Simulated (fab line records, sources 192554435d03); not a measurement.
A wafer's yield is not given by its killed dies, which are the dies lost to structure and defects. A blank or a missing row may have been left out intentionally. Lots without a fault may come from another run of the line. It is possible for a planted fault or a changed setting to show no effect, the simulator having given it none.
fab line records    flow n5_finfet
[record] lots = 7  wafers = 19  last_day = 17
route steps=1938 shown SD_EPI_N@265 BEOL_M4@1111 PASSIVATION@1936
lots that met no fault: taken from a fault-free run of the same line
start_h: hours from the record's opening day to when the first of the lot's shown wafers began    wait_h: hours from the lot's prior step to this one    " as in the row above    L1.1+2: several wafers, shown together as one row    - either no value or no given start    * or withheld: withheld    < > ~ a bound
route shown NAME@n: NAME is a module with steps in the file, n the number in the route of the first one    usual: the fault-free wafers' mean and standard deviation    same: alike in all rows    chamber/n: place in a boat    sites: readings site by site    _std_site: the standard deviation of these    _edge_site: inner sites' mean taken away from outer sites' mean    radius_mm: for every site, how far away it sits from the centre of the wafer    mask NAME#n: copy n    behind: the last tool/chamber to shape the wafer    hold: why the lot went on hold/how many hours it stayed there/how the hold came to an end    device: which transistor (n, p or np) failed to switch    end of line: at the end of the route, the tests of the same wafers    for a step that has no rows: nothing shown but its recipe    killed: dies lost to structure and defects at the first sort, not the wafer's yield    map: dies across one wafer; x = killed, . = not, _ = none there
set.NAME: the setting the step ran with; set.NAME@STEP: the setting that earlier step ran with    model.NAME: the simulator's own value behind a step, which no gauge read
lots at some steps of the route; a table a step, a row a wafer
services: from which hour (start_h, from the record's first day; less than 0 if before it) a tool's chamber was out of use, for how many hours, and why
[[steps]]
[step N5_SD_EPI_N_EBR_05]
[recipe] solvent = PGMEA  ebr_width_mm = 1.5
[step N5_SD_EPI_N_SOFTBAKE_04]
[recipe] temp_c = 110  time_s = 60  resist = CAR-ArF-block
[step N5_SD_EPI_N_EXPOSE_06]
[recipe] mask_id = SD_N_BLK  na = 1.35  source_shape = conventional  sigma_outer = 0.8  polarization = unpolarized  target_cd_nm = 120  dose_mj = 39.75
[step N5_SD_EPI_N_PEB_07]
[recipe] peb_temp_c = 110  peb_time_s = 60  resist = CAR-ArF-block
[step N5_SD_EPI_N_DEVELOP_08]
[recipe] develop_time_s = 30  developer = TMAH  resist = CAR-ArF-block  dev_temp_c = 23  rinse_liquid = diw  dry = air_spin
[step N5_SD_EPI_N_CD_MEAS_09]
[recipe] target_cd_nm = 120  landing_energy_ev = 500  detector = se_inlens
[usual] cd_nm = 119.9/0.56
lot.wafer  tool       chamber  start_h  wait_h  cd_nm
L225.1     cd_sem-03  0        58.96    -       120.0
L225.4     "          0        "        "       120.0
L225.6     "          0        "        "       120.4
L231.1     cd_sem-02  0        96.04    -       119.6
L231.5     "          0        "        "       118.7
L231.6     "          0        "        "       118.7
L241.2     cd_sem-02  0        152.37   -       119.5
L241.4     "          0        "        "       119.5
L241.5     "          0        "        "       119.3
L242.2     cd_sem-01  0        157.43   -       120.5
L242.4     "          0        "        "       120.4
L244.2     cd_sem-02  0        168.21   -       119.6
L244.3     "          0        "        "       119.5
L246.3     cd_sem-02  0        181.41   -       119.3
L246.4     "          0        "        "       120.3
L246.5     "          0        "        "       120.0
L247.1     cd_sem-01  0        191.59   -       120.6
L247.4     "          0        "        "       120.0
L247.6     "          0        "        "       119.0
[step N5_SD_EPI_N_OVL_MEAS_10]
[recipe] points_per_wafer = 44
[usual] SD_N_BLK_OVL = -0.5/0.71
lot.wafer  tool        chamber  start_h  wait_h  SD_N_BLK_OVL[nm]
L225.1     overlay-02  0        58.99    0.0     -0.9
L225.4     "           0        "        "       -1.1
L225.6     "           0        "        "       -0.7
L231.1     overlay-02  0        96.07    0.0     -1.4
L231.5     "           0        "        "       -1.5
L231.6     "           0        "        "       -0.9
L241.2     overlay-02  0        152.40   0.0     0.4
L241.4     "           0        "        "       0.0
L241.5     "           0        "        "       -0.3
L242.2     overlay-01  0        157.46   0.0     0.3
L242.4     "           0        "        "       0.3
L244.2     overlay-01  0        168.24   0.0     0.1
L244.3     "           0        "        "       -0.4
L246.3     overlay-01  0        181.44   0.0     -0.3
L246.4     "           0        "        "       1.3
L246.5     "           0        "        "       1.1
L247.1     overlay-01  0        191.62   0.0     -1.5
L247.4     "           0        "        "       -1.0
L247.6     "           0        "        "       -0.8
[step N5_SD_EPI_N_INSPECT_11]
[recipe] mode = adi  inspect_instrument = macro
[usual] raw_defect_count = 2.2/1.3
lot.wafer  tool               chamber  start_h  wait_h  raw_defect_count
L225.1     defect_inspect-01  -        59.02    0.0     1
L225.4     "                  -        "        "       5
L225.6     "                  -        "        "       3
L231.1     defect_inspect-02  -        96.09    0.0     5
L231.5     "                  -        "        "       4
L231.6     "                  -        "        "       1
L241.2     defect_inspect-02  -        152.42   0.0     3
L241.4     "                  -        "        "       3
L241.5     "                  -        "        "       0
L242.2     defect_inspect-02  -        157.48   0.0     2
L242.4     "                  -        "        "       3
L244.2     defect_inspect-02  -        168.26   0.0     1
L244.3     "                  -        "        "       3
L246.3     defect_inspect-02  -        181.46   0.0     3
L246.4     "                  -        "        "       4
L246.5     "                  -        "        "       2
L247.1     defect_inspect-01  -        191.64   0.0     1
L247.4     "                  -        "        "       3
L247.6     "                  -        "        "       1
[step N5_SD_EPI_N_DESCUM_14]
[recipe] chemistry = O2  time_s = 7.9  source_power_w = 50  bias_power_w = 20  pressure_mtorr = 20  rf_frequency_hz = 2.712e+07  temp_c = 40  resist = CAR-ArF-block  o2_flow_sccm = 225
[usual] drypump_motor_current_A = 6.0/0.49  oes_product_au = 0.78/0.067  rf_vpp_V = 243.4/1.4  showerhead_plenum_p_Torr = 2.11/0.072  temp_c = 39.99/0.12  throttle_valve_pct = 20.38/0.19
lot.wafer  tool         chamber  start_h  wait_h  drypump_motor_current_A  oes_product_au  rf_hours_counter_h  rf_vpp_V  showerhead_plenum_p_Torr  temp_c  throttle_valve_pct
L225.1     rie_diel-01  3        59.05    0.0     5.1                      0.74            192                 242.5     2.00                      40.02   20.44
L225.4     "            1        "        "       6.6                      0.92            30                  243.6     2.15                      40.05   20.74
L225.6     "            3        "        "       5.1                      0.75            -                   242.8     2.00                      40.12   20.44
L231.1     rie_diel-05  0        96.30    0.2     5.6                      0.87            53                  242.4     2.03                      40.23   20.15
L231.5     "            1        "        "       6.2                      0.71            -                   244.4     2.16                      40.07   20.49
L231.6     "            0        "        "       5.6                      0.86            -                   241.5     2.03                      40.02   20.14
L241.2     rie_diel-05  3        152.64   0.2     5.6                      0.79            116                 245.2     2.20                      39.94   20.55
L241.4     "            1        "        "       6.3                      0.68            244                 243.1     2.15                      40.04   20.51
L241.5     "            2        "        "       6.6                      0.78            -                   243.4     2.10                      39.79   20.38
L242.2     rie_diel-05  3        157.62   0.1     5.6                      0.78            118                 244.9     2.20                      39.99   20.53
L242.4     "            0        "        "       5.6                      0.83            79                  243.1     2.03                      39.93   20.18
L244.2     rie_diel-05  3        168.30   0.0     5.6                      0.78            121                 244.8     2.20                      39.74   20.56
L244.3     "            0        "        "       5.6                      0.83            82                  243.6     2.02                      39.95   20.20
L246.3     rie_diel-04  3        181.73   0.3     5.7                      0.73            192                 244.2     2.17                      40.05   20.16
L246.4     "            3        "        "       5.7                      0.73            -                   243.5     2.17                      40.05   20.16
L246.5     "            1        "        "       5.7                      0.78            -                   243.6     2.09                      40.03   20.64
L247.1     rie_diel-04  1        191.68   0.0     5.7                      0.77            135                 244.2     2.09                      39.95   20.63
L247.4     "            1        "        "       5.7                      0.77            -                   244.6     2.09                      40.12   20.65
L247.6     "            0        "        "       6.6                      0.70            -                   240.4     1.98                      40.19   20.25
[step N5_SD_EPI_N_ETCH_34]
[recipe] chemistry = CF4  target = SiARC  target_depth_a = 455  mask_material = CAR-ArF-block  time_s = 75.8  ion_energy_ev = 80  pressure_mtorr = 40  source_w = 545  bias_w = 36  Ar_flow_sccm = 100  cf4_flow_sccm = 100  ends = cleared
[usual] drypump_motor_current_A = 6.0/0.49  etch_rf_on_time_s = 76.4/0.99  oes_product_au = 0.66/0.057  rf_vpp_V = 184.2/1.2  showerhead_plenum_p_Torr = 2.15/0.07  throttle_valve_pct = 15.59/0.14
lot.wafer  tool         chamber  start_h  wait_h  drypump_motor_current_A  etch_rf_on_time_s  oes_product_au  rf_hours_counter_h  rf_vpp_V  showerhead_plenum_p_Torr  throttle_valve_pct
L225.1     rie_diel-01  3        59.09    0.0     5.1                      75.1               0.63            192                 185.0     2.04                      15.62
L225.4     "            1        "        "       6.6                      75.2               0.78            30                  185.4     2.19                      15.79
L225.6     "            3        "        "       5.1                      75.3               0.64            -                   182.8     2.04                      15.62
L231.1     rie_diel-05  0        96.34    0.0     5.6                      78.0               0.73            53                  182.2     2.09                      15.40
L231.5     "            1        "        "       6.3                      76.8               0.60            -                   185.4     2.21                      15.71
L231.6     "            0        "        "       5.6                      77.3               0.74            -                   183.9     2.09                      15.41
L241.2     rie_diel-05  3        152.68   0.0     5.5                      76.4               0.67            116                 185.3     2.24                      15.69
L241.4     "            1        "        "       6.3                      78.0               0.58            244                 185.0     2.20                      15.75
L241.5     "            2        "        "       6.6                      77.2               0.67            -                   183.6     2.15                      15.61
L242.2     rie_diel-05  3        157.65   0.0     5.6                      76.3               0.67            118                 185.0     2.24                      15.70
L242.4     "            0        "        "       5.6                      78.3               0.71            79                  182.8     2.08                      15.45
L244.2     rie_diel-05  3        168.33   0.0     5.6                      76.4               0.67            121                 185.7     2.24                      15.71
L244.3     "            0        "        "       5.6                      77.3               0.70            82                  183.3     2.08                      15.46
L246.3     rie_diel-04  3        181.76   0.0     5.6                      75.3               0.63            192                 185.2     2.21                      15.41
L246.4     "            3        "        "       5.7                      76.1               0.62            -                   184.6     2.21                      15.41
L246.5     "            1        "        "       5.7                      73.8               0.67            -                   184.9     2.15                      15.85
L247.1     rie_diel-04  1        191.71   0.0     5.7                      74.4               0.66            135                 184.4     2.14                      15.85
L247.4     "            1        "        "       5.7                      75.1               0.66            -                   184.1     2.14                      15.85
L247.6     "            0        "        "       6.6                      77.1               0.59            -                   183.1     2.03                      15.51
[step N5_SD_EPI_N_ETCH_35]
[recipe] chemistry = N2/H2  target = SOC  overetch_a = 1080  mask_material = SiARC  temp_c = 40  ion_energy_ev = 100  source_w = 3000  bias_w = 133  pressure_mtorr = 20  time_s = 486  n2_flow_sccm = 200  h2_flow_sccm = 200
[usual] drypump_motor_current_A = 6.0/0.49  n2_flow_sccm = 200.0/0.56  oes_product_au = 0.70/0.059  rf_vpp_V = 240.8/1.3  showerhead_plenum_p_Torr = 2.55/0.086  temp_c = 40.00/0.13  throttle_valve_pct = 23.63/0.27
lot.wafer  tool         chamber  start_h  wait_h  drypump_motor_current_A  n2_flow_sccm  oes_product_au  rf_hours_counter_h  rf_vpp_V  showerhead_plenum_p_Torr  temp_c  throttle_valve_pct
L225.1     rie_diel-01  3        59.14    0.0     5.1                      199.9         0.66            192                 239.8     2.42                      40.07   23.57
L225.4     "            1        "        "       6.6                      201.2         0.82            30                  241.1     2.59                      39.90   24.35
L225.6     "            3        "        "       5.1                      199.4         0.67            -                   238.2     2.41                      40.20   23.56
L231.1     rie_diel-05  0        96.39    0.0     5.6                      198.9         0.78            53                  239.9     2.47                      39.95   23.25
L231.5     "            1        "        "       6.3                      200.2         0.63            -                   240.6     2.62                      39.93   23.65
L231.6     "            0        "        "       5.6                      200.1         0.78            -                   237.3     2.47                      39.74   23.25
L241.2     rie_diel-05  3        152.74   0.0     5.6                      201.2         0.71            116                 241.3     2.66                      39.79   23.62
L241.4     "            1        "        "       6.3                      200.1         0.62            244                 241.7     2.61                      39.90   23.70
L241.5     "            2        "        "       6.6                      199.7         0.71            -                   240.9     2.55                      40.11   23.57
L242.2     rie_diel-05  3        157.71   0.0     5.5                      201.2         0.71            118                 243.0     2.66                      39.77   23.62
L242.4     "            0        "        "       5.6                      200.4         0.75            79                  240.0     2.46                      39.83   23.28
L244.2     rie_diel-05  3        168.39   0.0     5.5                      200.4         0.70            121                 243.3     2.66                      40.14   23.61
L244.3     "            0        "        "       5.6                      200.3         0.74            82                  239.1     2.46                      39.84   23.29
L246.3     rie_diel-04  3        181.82   0.0     5.7                      200.0         0.65            192                 240.7     2.62                      39.95   23.42
L246.4     "            3        "        "       5.7                      199.8         0.65            -                   242.4     2.62                      39.97   23.42
L246.5     "            1        "        "       5.7                      200.4         0.70            -                   240.2     2.55                      40.18   24.16
L247.1     rie_diel-04  1        191.77   0.0     5.7                      199.9         0.69            135                 241.0     2.54                      39.78   24.16
L247.4     "            1        "        "       5.7                      200.1         0.68            -                   240.6     2.54                      39.97   24.16
L247.6     "            0        "        "       6.6                      200.2         0.63            -                   239.3     2.40                      39.89   23.58
[step N5_SD_EPI_N_STRIP_36]
[recipe] chemistry = N2/H2  temp_c = 40  n2_flow_sccm = 200  h2_flow_sccm = 200  rf_frequency_hz = 6e+07
[step N5_SD_EPI_N_ETCHBACK_44]
[recipe] chemistry = CH3F/O2  mode = anisotropic_etchback  target = SiNx  target_depth_a = 145  stop_on = SiO2  over_etch_frac = 0.3  ion_energy_ev = 120  pressure_mtorr = 30  source_w = 395  bias_w = 73  Ar_flow_sccm = 150  CH3F_flow_sccm = 30  O2_flow_sccm = 20
[usual] drypump_motor_current_A = 6.0/0.49  oes_ar_750_au = 0.78/0.066  oes_product_au = 0.66/0.057  over_etch_frac = 0.3/0  rf_vpp_V = 298.0/2.6  showerhead_plenum_p_Torr = 2.01/0.071  throttle_valve_pct = 16.33/0.15
lot.wafer  tool         chamber  start_h  wait_h  drypump_motor_current_A  oes_ar_750_au  oes_product_au  over_etch_frac  rf_hours_counter_h  rf_vpp_V  showerhead_plenum_p_Torr  throttle_valve_pct  model.SiARC_of_SD_EPI_N_COAT_33.thk_nm
L225.1     rie_diel-01  3        59.47    0.0     5.1                      0.75           0.63            0.3             192                 294.8     1.91                      16.39               16
L225.4     "            1        "        "       6.6                      0.91           0.78            0.3             30                  298.6     2.05                      16.57               15.8
L225.6     "            3        "        "       5.1                      0.75           0.63            0.3             -                   293.9     1.91                      16.38               16
L231.1     rie_diel-05  0        96.72    0.0     5.6                      0.86           0.74            0.3             54                  298.9     1.95                      16.12               16.6
L231.5     "            1        "        "       6.3                      0.70           0.60            0.3             -                   303.8     2.07                      16.44               16.4
L231.6     "            0        "        "       5.6                      0.85           0.74            0.3             -                   298.9     1.95                      16.13               16.4
L241.2     rie_diel-05  3        153.06   0.0     5.6                      0.79           0.63            0.45767         116                 297.2     2.11                      16.46               15.8
L241.4     "            1        "        "       6.3                      0.68           0.59            0.3             244                 304.0     2.06                      16.47               16.4
L241.5     "            2        "        "       6.6                      0.79           0.68            0.3             -                   297.7     2.01                      16.34               16.4
L242.2     rie_diel-05  3        158.04   0.0     5.5                      0.79           0.64            0.45767         118                 297.8     2.11                      16.47               15.8
L242.4     "            0        "        "       5.6                      0.83           0.72            0.3             79                  299.0     1.94                      16.16               16.6
L244.2     rie_diel-05  3        168.71   0.0     5.5                      0.79           0.63            0.45767         121                 297.8     2.11                      16.49               15.8
L244.3     "            0        "        "       5.6                      0.82           0.67            0.45767         82                  298.8     1.94                      16.17               16
L246.3     rie_diel-04  3        182.14   0.0     5.7                      0.73           0.62            0.3             192                 298.6     2.08                      16.20               16.2
L246.4     "            3        "        "       5.7                      0.74           0.61            0.3             -                   298.2     2.08                      16.20               16.2
L246.5     "            1        "        "       5.7                      0.78           0.66            0.3             -                   299.3     2.00                      16.56               15.6
L247.1     rie_diel-04  1        192.09   0.0     5.7                      0.78           0.65            0.3             136                 297.1     2.00                      16.58               15.6
L247.4     "            1        "        "       5.7                      0.78           0.66            0.3             -                   297.8     2.00                      16.59               15.6
L247.6     "            0        "        "       6.6                      0.70           0.60            0.3             -                   295.9     1.89                      16.21               16.2
[step N5_SD_EPI_N_ETCH_45]
[recipe] chemistry = CH3F/O2  target = SiOCN  target_depth_a = 60  mask_material = SOC  ion_energy_ev = 60  bias_w = 29  pressure_mtorr = 15  source_w = 410  Ar_flow_sccm = 150  CH3F_flow_sccm = 30  O2_flow_sccm = 20
[usual] drypump_motor_current_A = 6.0/0.49  oes_product_au = 0.77/0.067  rf_vpp_V = 127.6/1.1  showerhead_plenum_p_Torr = 2.01/0.071  throttle_valve_pct = 23.27/0.21
lot.wafer  tool         chamber  start_h  wait_h  drypump_motor_current_A  oes_product_au  rf_hours_counter_h  rf_vpp_V  showerhead_plenum_p_Torr  throttle_valve_pct
L225.1     rie_diel-01  3        59.57    0.1     5.1                      0.74            192                 126.6     1.91                      23.30
L225.4     "            1        "        "       6.6                      0.91            30                  128.4     2.04                      23.65
L225.6     "            3        "        "       5.2                      0.74            -                   126.2     1.90                      23.30
L231.1     rie_diel-05  0        96.82    0.1     5.6                      0.86            54                  128.3     1.94                      23.07
L231.5     "            1        "        "       6.3                      0.70            -                   129.2     2.06                      23.38
L231.6     "            0        "        "       5.6                      0.86            -                   127.9     1.94                      23.07
L241.2     rie_diel-05  3        153.16   0.1     5.6                      0.79            116                 128.3     2.10                      23.45
L241.4     "            1        "        "       6.3                      0.68            244                 127.4     2.05                      23.41
L241.5     "            2        "        "       6.6                      0.77            -                   127.6     2.00                      23.25
L242.2     rie_diel-05  3        158.14   0.1     5.5                      0.79            118                 128.5     2.10                      23.45
L242.4     "            0        "        "       5.6                      0.82            79                  126.7     1.93                      23.11
L244.2     rie_diel-05  3        168.81   0.1     5.5                      0.78            121                 128.5     2.10                      23.46
L244.3     "            0        "        "       5.6                      0.83            82                  126.0     1.93                      23.10
L246.3     rie_diel-04  3        182.24   0.1     5.7                      0.72            192                 128.5     2.07                      23.09
L246.4     "            3        "        "       5.7                      0.72            -                   128.2     2.07                      23.11
L246.5     "            1        "        "       5.7                      0.77            -                   128.0     2.00                      23.56
L247.1     rie_diel-04  1        192.19   0.1     5.7                      0.77            136                 128.7     1.99                      23.56
L247.4     "            1        "        "       5.7                      0.78            -                   128.5     1.99                      23.56
L247.6     "            0        "        "       6.6                      0.70            -                   128.1     1.88                      23.07
[step N5_SD_EPI_N_ETCH_16]
[recipe] chemistry = CHF3/O2  target = SiO2  target_depth_a = 50  mask_material = SOC  pressure_mtorr = 30  source_w = 650  bias_w = 170  Ar_flow_sccm = 200  CHF3_flow_sccm = 50  O2_flow_sccm = 5  ion_energy_ev = 200
[usual] CHF3_flow_sccm = 50.02/0.15  drypump_motor_current_A = 6.0/0.49  oes_ar_750_au = 0.78/0.066  oes_product_au = 0.77/0.067  rf_vpp_V = 525/4.5  showerhead_plenum_p_Torr = 2.42/0.082  throttle_valve_pct = 18.87/0.17
lot.wafer  tool         chamber  start_h  wait_h  CHF3_flow_sccm  drypump_motor_current_A  oes_ar_750_au  oes_product_au  rf_hours_counter_h  rf_vpp_V  showerhead_plenum_p_Torr  throttle_valve_pct  model.SiARC_of_SD_EPI_N_COAT_33.thk_nm
L225.1     rie_diel-01  3        59.67    0.1     49.95           5.1                      0.75           0.74            192                 517       2.30                      18.92               12.4
L225.4     "            1        "        "       49.74           6.6                      0.91           0.91            30                  529       2.46                      19.15               12.2
L225.6     "            3        "        "       50.04           5.1                      0.75           0.74            -                   517       2.30                      18.92               12.4
L231.1     rie_diel-05  0        96.92    0.1     50.06           5.6                      0.86           0.86            54                  526       2.35                      18.65               13
L231.5     "            1        "        "       49.99           6.3                      0.70           0.70            -                   535       2.49                      18.96               12.8
L231.6     "            0        "        "       50.07           5.6                      0.86           0.86            -                   529       2.35                      18.67               12.8
L241.2     rie_diel-05  3        153.26   0.1     49.97           5.6                      0.79           0.78            116                 524       2.53                      19.01               12.2
L241.4     "            1        "        "       50.01           6.3                      0.68           0.69            244                 534       2.48                      19.00               12.8
L241.5     "            2        "        "       49.72           6.6                      0.79           0.78            -                   521       2.42                      18.90               13
L242.2     rie_diel-05  3        158.24   0.1     50.13           5.5                      0.79           0.79            118                 524       2.53                      19.02               12.2
L242.4     "            0        "        "       50.01           5.6                      0.82           0.83            79                  528       2.34                      18.71               13
L244.2     rie_diel-05  3        168.91   0.1     49.80           5.5                      0.78           0.79            121                 524       2.53                      19.03               12.2
L244.3     "            0        "        "       49.89           5.6                      0.83           0.83            82                  528       2.34                      18.72               12.4
L246.3     rie_diel-04  3        182.34   0.1     50.12           5.7                      0.73           0.72            192                 525       2.50                      18.73               12.6
L246.4     "            3        "        "       49.91           5.7                      0.73           0.72            -                   525       2.50                      18.72               12.6
L246.5     "            1        "        "       50.10           5.7                      0.79           0.77            -                   525       2.41                      19.13               12
L247.1     rie_diel-04  1        192.29   0.1     50.13           5.7                      0.78           0.78            136                 525       2.41                      19.15               12
L247.4     "            1        "        "       50.08           5.7                      0.78           0.78            -                   525       2.41                      19.15               12
L247.6     "            0        "        "       50.19           6.6                      0.69           0.69            -                   523       2.28                      18.74               12.8
[step N5_SD_EPI_N_STRIP_47]
[recipe] chemistry = CHF3/O2  resist = SiARC  rf_frequency_hz = 6e+07
[step N5_BEOL_M4_RC_MEAS_101]
[usual] DIBL_N = 36.3/1.2  DIBL_P = 36.1/1.6  IOFF_N = 0.161/0.023  IOFF_P = 0.209/0.027  ION_N = 676/8.9  ION_P = 462/5.3  SS_N = 71.5/0.51  SS_P = 73.2/0.5  VT_N = 249.1/2.5  VT_P = -249.9/2.8
lot.wafer  tool       chamber  start_h  wait_h  DIBL_N[mV/V]  DIBL_P[mV/V]  IOFF_N[nA/um]  IOFF_P[nA/um]  ION_N[uA/um]  ION_P[uA/um]  SS_N[mV/dec]  SS_P[mV/dec]  VT_N[mV]  VT_P[mV]
L225.1     prober-01  0        176.14   0.0     36.3          36.0          0.161          0.207          675           462           70.5          73.5          248.5     -251.2
L225.4     "          0        "        "       37.6          38.1          0.182          0.240          684           469           71.1          73.9          246.4     -248.3
L225.6     "          0        "        "       38.5          38.9          0.208          0.257          691           472           72.2          73.5          244.1     -243.6
L231.1     prober-01  0        211.73   0.0     34.9          35.9          0.141          0.178          677           457           71.6          73.8          249.3     -254.8
L231.5     "          0        "        "       34.5          35.5          0.138          0.172          679           455           70.4          72.8          250.1     -253.9
L231.6     "          0        "        "       35.1          36.0          0.145          0.176          686           466           71.4          72.9          249.1     -252.3
L241.2     prober-02  0        268.85   0.2     38.3          39.8          0.220          0.239          692           469           72.3          73.5          244.3     -250.4
L241.4     "          0        "        "       36.1          37.9          0.167          0.207          691           469           71.4          73.0          246.9     -252.0
L241.5     "          0        "        "       37.4          40.0          0.206          0.255          696           475           72.4          74.2          245.6     -247.9
L242.2     prober-02  0        274.85   0.2     38.2          36.5          0.197          0.233          695           464           72.1          73.5          246.3     -248.7
L242.4     "          0        "        "       38.8          37.4          0.210          0.256          691           472           72.1          74.3          245.5     -249.8
L244.2     prober-02  0        278.87   0.2     38.0          37.2          0.208          0.225          697           466           72.3          73.0          244.6     -249.9
L244.3     "          0        "        "       37.8          37.6          0.185          0.224          690           468           72.1          73.8          248.1     -248.7
L246.3     prober-01  0        294.60   0.3     35.8          36.9          0.173          0.216          670           459           72.0          73.3          247.9     -248.2
L246.4     "          0        "        "       35.5          36.2          0.162          0.202          680           454           72.5          73.2          247.7     -248.1
L246.5     "          0        "        "       36.3          37.3          0.175          0.229          681           464           71.4          73.6          247.1     -248.9
L247.1     prober-01  0        310.21   0.0     34.6          33.6          0.125          0.169          669           460           71.2          73.0          252.8     -252.1
L247.4     "          0        "        "       35.6          34.4          0.136          0.179          672           460           71.8          73.0          252.2     -250.3
L247.6     "          0        "        "       36.8          36.1          0.154          0.201          677           459           71.5          73.3          249.4     -251.0
[step N5_PASSIVATION_PROBE_49]
[usual] defect_limited_yield = 91.3/1.5  killed_at_M0_to_M3 = 35/10  killed_at_M4_up = 13/5.3  killed_at_contacts = 12/5.7  killed_at_front_end = 39/11  killed_at_other = 3.3/2.7  killed_dies = 102/18  killed_on_rim = 13/4  killed_open = 67/13  killed_short = 34/7.8  sort_bin_5_function = 5.1/1  sort_bin_6_memory = 3.3/0.68  sort_n_pass = 1078/18  sort_yield_pct = 91.3/1.5
[same] gross_dies = 1180  killed_at_back_side = 0  sort_bin_4_leakage[%] = 0  sort_bin_8_speed[%] = 0
lot.wafer  tool       chamber  start_h  wait_h  defect_limited_yield[%]  killed_at_M0_to_M3  killed_at_M4_up  killed_at_contacts  killed_at_front_end  killed_at_other  killed_dies  killed_on_rim  killed_open  killed_short  sort_bin_5_function[%]  sort_bin_6_memory[%]  sort_n_pass  sort_yield_pct[%]
L241.2     prober-02  -        370.09   0.1     92.6                     24                  13               6                   40                   4                87           6              60           25            4.7                     2.4                   1093         92.6
L241.4     prober-02  -        370.19   0.2     91.0                     35                  17               3                   46                   5                106          16             65           41            5.1                     3.6                   1074         91.0
L241.5     prober-02  -        370.24   0.2     90.6                     29                  7                7                   65                   3                111          16             67           44            5.1                     4.2                   1069         90.6
L246.3     prober-01  -        391.39   0.1     92.2                     29                  18               9                   36                   0                92           11             63           28            4.9                     2.7                   1088         92.2
L246.4     prober-01  -        391.44   0.2     91.7                     37                  15               12                  34                   0                98           16             76           22            4.7                     3.4                   1082         91.7
L246.5     prober-01  -        391.49   0.2     91.1                     41                  10               10                  44                   0                105          15             64           40            5.2                     3.3                   1075         91.1
// killed by level:class
L241.2 STI_FIN_REVEAL:geometric_particle:open=10 GATE_CUT:geometric_particle:open=9 BEOL_M1:geometric_particle:open=9 BEOL_M0_SAQP:geometric_particle:short=5 FIN_SAQP:geometric_particle:open=4 MOL_CONTACT_COAG:geometric_particle:open=4 BEOL_M1:geometric_particle:short=4 BEOL_M4:geometric_particle:open=4
L241.4 FIN_SAQP:geometric_particle:short=10 FIN_SAQP:geometric_particle:open=10 STI_FIN_REVEAL:geometric_particle:open=10 BEOL_M0_SAQP:geometric_particle:short=9 BEOL_M0_SAQP:geometric_particle:open=7 BEOL_M1:geometric_particle:open=7 BEOL_M4:geometric_particle:open=6 BEOL_M2:geometric_particle:open=5
L241.5 FIN_SAQP:geometric_particle:open=15 STI_FIN_REVEAL:geometric_particle:open=11 FIN_SAQP:geometric_particle:short=8 BEOL_M0_SAQP:geometric_particle:short=8 MOL_CONTACT_COAG:geometric_particle:open=7 STI_FIN_REVEAL:geometric_particle:short=7 BEOL_M1:geometric_particle:open=6 GATE_CUT:geometric_particle:short=5
L246.3 BEOL_M3:geometric_particle:open=12 STI_FIN_REVEAL:geometric_particle:open=8 FIN_SAQP:geometric_particle:short=6 MOL_CONTACT_COAG:geometric_particle:open=6 FIN_SAQP:geometric_particle:open=5 BEOL_M4:geometric_particle:open=5 BEOL_M5:geometric_particle:open=5 DUMMY_GATE:geometric_particle:open=4
L246.4 BEOL_M3:geometric_particle:open=14 BEOL_M1:geometric_particle:open=10 MOL_CONTACT_COAG:geometric_particle:open=10 DUMMY_GATE:geometric_particle:open=7 BEOL_M5:geometric_particle:open=6 STI_FIN_REVEAL:geometric_particle:open=5 BEOL_M0_SAQP:geometric_particle:open=4 BEOL_M3:geometric_particle:short=4
L246.5 FIN_SAQP:geometric_particle:short=13 BEOL_M3:geometric_particle:open=13 FIN_SAQP:geometric_particle:open=7 MOL_CONTACT_COAG:geometric_particle:open=7 BEOL_M0_SAQP:geometric_particle:open=6 BEOL_M1:geometric_particle:open=5 STI_FIN_REVEAL:geometric_particle:open=4 DUMMY_GATE:geometric_particle:open=4
[[services]]
tool         chamber  start_h  hours  kind
rie_diel-04  0        40.18    2.6    repair
rie_diel-01  -        88.48    28.1   pm
rie_diel-04  -        101.30   0.5    repair
rie_diel-05  2        119.71   1.5    repair
rie_diel-04  1        160.26   9.4    repair
rie_diel-05  1        168.24   -      clean
rie_diel-05  1        168.24   -      consumable_replace:esc
rie_diel-05  1        168.24   -      consumable_replace:focus_ring
rie_diel-05  1        168.24   23.1   scheduled_down
rie_diel-05  1        168.24   23.1   vent_cycle
rie_diel-04  2        175.20   -      clean
rie_diel-04  2        175.20   -      consumable_replace:focus_ring
rie_diel-04  2        175.20   17.6   scheduled_down
rie_diel-04  2        175.20   17.6   vent_cycle
rie_diel-01  -        182.64   29.3   repair
[[key]]
[first_sign] step = N5_SD_EPI_N_ETCHBACK_44  reading = over_etch_frac  direction = up  sigmas = 99+  usual = 0.3  struck = 0.45767
effect none on later readings
[model_effect] step = N5_SD_EPI_N_ETCHBACK_44  value = SiARC_of_SD_EPI_N_COAT_33.thk_nm  without = 16.25  struck = 15.85
[model_effect] step = N5_SD_EPI_N_ETCH_16  value = SiARC_of_SD_EPI_N_COAT_33.thk_nm  without = 12.65  struck = 12.25
met_at N5_SD_EPI_N_ETCHBACK_44
struck_wafers L241.2,L242.2,L244.2,L244.3
onset_between 96.72 153.06
[fault] kind = process_parameter_drift  tool = rie_diel-05  chamber = -  onset_h = 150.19  steps = N5_SD_EPI_N_ETCHBACK_44  channel = over_etch_frac  offset = 0.15767  shape = step  end_h = 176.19  scope = struck_wafers_only  acts_in = these_recipes_only  stated = 0.3
